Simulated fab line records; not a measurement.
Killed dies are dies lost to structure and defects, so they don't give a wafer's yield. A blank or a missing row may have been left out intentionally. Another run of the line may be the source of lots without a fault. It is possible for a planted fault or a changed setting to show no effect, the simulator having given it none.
Which tool is to blame?	flow nand harc	6 lots with 18 wafers sampled at 5 steps, on a route of 1159 steps

## WHAT THE GAUGES READ, wafer by wafer
NHARC_END_SORT_01.
lot	measured	on	killed dies
L291	day 21 20:56	prober-02	40 39 41
L297	day 23 13:31	prober-02	47 33 41
L304	day 24 00:21	prober-01	49 39 31
L306	day 25 07:42	prober-01	48 39 36

## WHAT TOOL EACH LOT RAN ON (gives the tool, then ch and the chambers of the sampled wafers, and finally the start)
lot	NHARC_A_CHANNEL_HOLE_D1_ETCH_33	NHARC_A_CHANNEL_FILL_D1_ALD_03	NHARC_A_CHANNEL_FILL_D1_ALD_16	NHARC_A_CHANNEL_FILL_D1_STRIP_28
L287	har etch-02 ch 0,1, day 9 04:41	ald sin batch-02 ch 0, day 9 17:54 or earlier	ald hk-02 ch 0,2,3, day 9 17:54	rie diel-06 ch 0,1, day 10 05:41
L291	har etch-02 ch 0,1, day 10 10:06	ald sin batch-01 ch 0, day 11 05:58 or earlier	ald hk-02 ch 1,2,3, day 11 05:58	rie diel-02 ch 0,2,3, day 11 17:52
L297	har etch-02 ch 0,1, day 12 07:32	ald sin batch-03 ch 0, day 13 01:31 or earlier	ald hk-04 ch 0,1,3, day 13 01:31	rie diel-01 ch 1,2,3, day 13 13:17
L305	har etch-01 ch 0,1, day 13 06:49	ald sin batch-03 ch 0, day 13 21:01 or earlier	ald hk-02 ch 1,2, day 13 21:01	rie diel-02 ch 1,2, day 14 09:32
L304	har etch-02 ch 0,1, day 13 11:58	ald sin batch-01 ch 0, day 14 01:19 or earlier	ald hk-01 ch 0,2,3, day 14 01:19	rie diel-02 ch 0,1, day 14 14:25
L306	har etch-02 ch 0,1, day 14 01:05	ald sin batch-01 ch 0, day 14 14:57 or earlier	ald hk-04 ch 0,2,3, day 14 14:57	rie diel-01 ch 0,2, day 15 03:05
- NHARC_A_CHANNEL_HOLE_D1_ETCH_33: etches the open film in C4F8/O2/Ar, time 90 s, target depth 400 nm.
- NHARC_A_CHANNEL_FILL_D1_ALD_03: deposits SiNx, target thk 6 nm, pulse time 60 s, ald cycles 58.
- NHARC_A_CHANNEL_FILL_D1_ALD_16: deposits SiO2, target thk 1.5 nm, pulse time 10 s, ald cycles 15.
- NHARC_A_CHANNEL_FILL_D1_STRIP_28: strips in O2, time 20 s.

## THE ANSWER, worked out from the rows above alone
Rule: the usual values come from the lots themselves. The widest of any qualifying gaps counts: lots, ordered by their means at a reading, are off when they make up no more than a third of the lots, leave a main group of 4 or more, and stand apart from it by 3 or more times the standard deviation of that group's means. A main group whose means are all the same, to the digits that the tables above print for the reading, isn't used. Also off: a lot with no number at a reading for which 4 or more lots have one. Where the step has rows for the other lots, those lots are counted as sound.
No lot is off at any reading shown: from this, nothing can be told.

## WHAT THE SIMULATOR PUT IN
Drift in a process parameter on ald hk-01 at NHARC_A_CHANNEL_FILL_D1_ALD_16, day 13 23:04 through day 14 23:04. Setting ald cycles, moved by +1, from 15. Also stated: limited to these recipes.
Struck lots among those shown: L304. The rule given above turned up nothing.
